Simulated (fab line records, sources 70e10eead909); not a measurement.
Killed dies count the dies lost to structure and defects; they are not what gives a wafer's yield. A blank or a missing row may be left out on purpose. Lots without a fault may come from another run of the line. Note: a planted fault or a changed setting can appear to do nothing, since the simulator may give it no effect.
Matching of chambers | flow nand harc | rie diel-10 running NHARC_A_CHANNEL_FILL_D1_ETCHBACK_20: 4 sister chambers
The step etches the open film in C4F8/O2/Ar, target depth 27 nm, time 13.5 s. 16 wafers are shown with their chamber, then 8 later ones without.

WAFERS WITH THEIR CHAMBER
wafer  | chamber | rf vpp V (V) | oes product au (a.u.) | chamber pressure mTorr (mTorr)
L868.2 | 2       | 978          | 0.92                  | 25.013
L868.4 | 3       | 977          | 0.93                  | 24.998
L868.5 | 3       | 977          | 0.91                  | 25.002
L869.3 | 3       | 979          | 0.92                  | 24.961
L869.4 | 1       | 987          | 0.94                  | 25.022
L869.5 | 3       | 977          | 0.91                  | 25.047
L870.2 | 3       | 978          | 0.93                  | 24.980
L870.3 | 2       | 976          | 0.93                  | 24.985
L870.5 | 3       | 978          | 0.93                  | 24.987
L871.1 | 1       | 987          | 1.01                  | 24.999
L871.2 | 3       | 978          | 1.00                  | 24.994
L871.5 | 1       | 987          | 1.01                  | 25.026
L873.3 | 3       | 979          | 1.01                  | 25.033
L873.5 | 0       | 972          | 1.01                  | 24.993
L873.6 | 1       | 988          | 1.03                  | 24.986
L875.3 | 1       | 987          | 1.01                  | 25.046

SIGNATURES (averages over the wafers above)
reading                | chamber 0 | chamber 1 | chamber 2 | chamber 3 | scatter within a chamber
rf vpp V               | 972.00    | 987.20    | 977.00    | 977.88    | 0.8
oes product au         | 1.0100    | 1.0000    | 0.9250    | 0.9425    | 0.0363
chamber pressure mTorr | 24.99300  | 25.01580  | 24.99900  | 25.00025  | 0.0259
Rule: for a wafer and a chamber, the distance is found by dividing, reading by reading, the gap between the wafer's reading and the chamber's mean by the reading's scatter, squaring, summing and taking the root. If the next closest chamber is less than 2 further off than the closest, the wafer can't be placed; otherwise it belongs to the closest. The scatter: the root of (the sum of the squares of (reading less its chamber's mean) over the shown wafers, divided by (wafers less chambers)).

WAFERS WHOSE CHAMBER IS MISSING
wafer  | rf vpp V (V) | oes product au (a.u.) | chamber pressure mTorr (mTorr)
L875.4 | 976          | 1.00                  | 25.036
L875.5 | 979          | 0.99                  | 25.011
L881.1 | 987          | 0.93                  | 24.993
L881.4 | 975          | 0.92                  | 25.014
L881.5 | 976          | 0.92                  | 25.004
L883.3 | 975          | 0.98                  | 24.963
L883.4 | 977          | 0.97                  | 25.010
L883.5 | 973          | 0.97                  | 24.986

WHICH CHAMBER EACH ONE RAN IN
wafer  | from the rows above          | in truth
L875.4 | can't be placed: 2 or 3      | 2
L875.5 | can't be placed: 3 or 2      | 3
L881.1 | 1                            | 1
L881.4 | can't be placed: 2 or 3 or 0 | 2
L881.5 | can't be placed: 2 or 3      | 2
L883.3 | can't be placed: 2 or 3 or 0 | 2
L883.4 | can't be placed: 2 or 3      | 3
L883.5 | 0                            | 0
Placed correctly: 2 of 8. Cannot be placed on the basis of these rows: 6; the candidates contain the true chamber in 6. 0 placed wrongly.
